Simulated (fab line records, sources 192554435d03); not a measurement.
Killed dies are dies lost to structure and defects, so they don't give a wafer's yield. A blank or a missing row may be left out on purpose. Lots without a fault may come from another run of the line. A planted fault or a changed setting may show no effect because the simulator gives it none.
A struck lot beside a sound one | flow n5_finfet | 28 steps out of a route of 1938
Sound: wafers L122.2, L122.3, L122.4. Struck: wafers L127.3, L127.5, L127.6. The cause comes at the end.
At each step with rows: each side's tool, then ch and its chambers, then its first start. Under that, the readings that differ: sound wafers | struck wafers | difference of the means | sigmas: that difference in standard deviations of wafers without a fault.
alike: readings whose means differ by less than 2 such deviations, and words and numbers that are the same on both sides. not compared: withheld readings, readings that some wafer has no value for, bounds like >300 that may hide the same value, and numbers for which the record gives no deviation and whose values overlap.
The two part at a step that has a row with sigmas, a row that says differs or no value, or rows on one side only. Numbers that don't overlap but have no deviation are shown without sigmas and don't part them. A reading that every wafer of one side lacks parts them only if that side has two wafers or more.

N5_STI_FIN_REVEAL_ALD_14: deposits Si3N4, target thk 3 nm.
  sound on ald_sin-03 ch 1,2,3, day 5 11:20; struck on ald_sin-04 ch 1,2, day 6 17:01
  alike: heater_power_w
then, 2 steps without rows for these wafers: N5_STI_FIN_REVEAL_FCVD_FILL_01 (material SiO2 flowable, target thk 312 nm, time 512.2 s); N5_STI_FIN_REVEAL_DENSIFY_02 (time 1800 s).
N5_STI_FIN_REVEAL_CMP_04: polishes, stops on Si3N4, t overpolish 4 s, target thk 131.83 nm.
  sound on cmp-02 ch 0,1,3, day 5 16:32; struck on cmp-02 ch 0,2,3, day 6 22:11
  alike: head_pressure_psi, motor_current_A, overpolish_run_s, slurry_filter_dp_kPa, time_to_endpoint_s
N5_STI_FIN_REVEAL_THK_MEAS_05:
  sound on film_metro-01, day 5 16:47; struck on film_metro-02, day 6 22:22
  alike: thk_nm
then, 2 steps without rows for these wafers: N5_STI_FIN_REVEAL_DENSIFY_30; N5_STI_FIN_REVEAL_ETCHBACK_08 (etches SiO2 in C4F6/O2, target depth 30.5 nm, time 10.167 s).
N5_STI_FIN_REVEAL_STRIP_24: strips in N2/H2, time 90 s.
  sound on rie_diel-06 ch 0,1,3, day 5 17:14; struck on rie_diel-05 ch 0,1,2, day 6 22:48
  alike: drypump_motor_current_A, oes_product_au, rf_vpp_V, showerhead_plenum_p_Torr, throttle_valve_pct
  not compared: rf_hours_counter_h
then, 4 steps without rows for these wafers: N5_STI_FIN_REVEAL_PRECLEAN_25 (cleans in SPM, time 90 s); N5_STI_FIN_REVEAL_PRECLEAN_26 (cleans in SC1, time 45 s); N5_STI_FIN_REVEAL_PRECLEAN_29 (cleans in DHF, time 30 s); N5_STI_FIN_REVEAL_SRD_12 (time 30 s).
N5_STI_FIN_REVEAL_RECESS_09: chemistry HF/NH3, target SiO2, afs cycles 11, target depth 42.5 nm, sublimation time 60 s.
  sound on vapor_etch-02 ch 0,1, day 5 17:27; struck on vapor_etch-01 ch 0, day 7 00:26
  reading    | sound             | struck            | difference | sigmas
  temp_c (C) | 30.07 30.16 30.24 | 27.88 27.93 27.87 | -2.26      | -19
  alike: drypump_motor_current_A
then, 2 steps without rows for these wafers: N5_STI_FIN_REVEAL_STRIP_16 (strips SiNx in H3PO4, target depth 23.8 nm); N5_STI_FIN_REVEAL_PRECLEAN_17 (cleans in NF3:NH3, afs cycles 1, time 20 s, sublimation time 60 s).
N5_STI_FIN_REVEAL_ETCH_34: etches Si in H2, material Si, target depth 0.97 nm.
  sound on rie_si-03 ch 0,2,3, day 5 19:34; struck on rie_si-05 ch 0,1,2, day 7 03:46
  alike: drypump_motor_current_A, oes_product_au, throttle_valve_pct
  not compared: rf_hours_counter_h
then, 4 steps without rows for these wafers: N5_STI_FIN_REVEAL_OXIDATION_31 (chemistry O2 PLASMA REMOTE, time 20 s); N5_STI_FIN_REVEAL_PRECLEAN_32 (cleans in NF3:NH3, afs cycles 1, time 20 s, sublimation time 60 s); N5_STI_FIN_REVEAL_STRIP_35 (strips Si3N4 in H3PO4, target depth 4 nm, time 39 s); N5_STI_FIN_REVEAL_SRD_21 (time 30 s).
N5_STI_FIN_REVEAL_OXIDATION_33: chemistry O2 PLASMA REMOTE, time 20 s.
  sound on plasma_asher-02 ch 0,1, day 5 19:59; struck on plasma_asher-02 ch 0,1, day 7 04:12
  alike: drypump_motor_current_A, heater_power_w
  not compared: rf_hours_counter_h
then, 2 steps without rows for these wafers: N5_STI_FIN_REVEAL_CLEAN_19 (cleans in O3/DIW, time 120 s); N5_STI_FIN_REVEAL_SRD_23 (time 30 s).
N5_STI_FIN_REVEAL_CD_MEAS_22: target cd 6.238 nm, pitch 28 nm.
  sound on cd_sem-03, day 5 20:10; struck on cd_sem-01, day 7 04:21
  alike: cd_nm
N5_STI_FIN_REVEAL_FIN_H_MEAS_10:
  sound on ocd-01, day 5 20:11; struck on ocd-01, day 7 04:23
  reading              | sound          | struck         | difference | sigmas
  trench_depth_nm (nm) | 51.3 52.0 52.1 | 55.4 55.3 54.4 | +3.2       | +4
then, 1 step without rows for these wafers: N5_STI_FIN_REVEAL_PRECLEAN_18 (cleans in SC2, time 45 s).
-- the record jumps here: 5 days lie between the struck wafers' starts before and after (it left off in module STI_FIN_REVEAL and takes up again in module BEOL_M4, whose first step shown is number 1111 of the route) --
N5_BEOL_M4_RC_MEAS_101:
  sound on prober-02 ch 0, day 11 07:17; struck on prober-01 ch 0, day 12 03:37
  reading       | sound       | struck      | difference | sigmas
  ION_N (uA/um) | 663 660 694 | 701 697 702 | +28        | +2
  alike: DIBL_N, DIBL_P, IOFF_N, IOFF_P, ION_P, SS_N, SS_P, VT_N, VT_P
then, 1 step without rows for these wafers: N5_PASSIVATION_PROBE_49.

WHERE THEY PART
First at N5_STI_FIN_REVEAL_RECESS_09; last, within this record, at N5_BEOL_M4_RC_MEAS_101.

WHY: what the simulator had put in
Process parameter drift: vapor_etch-01, from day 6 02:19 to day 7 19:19, at N5_STI_FIN_REVEAL_RECESS_09. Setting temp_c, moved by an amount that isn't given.
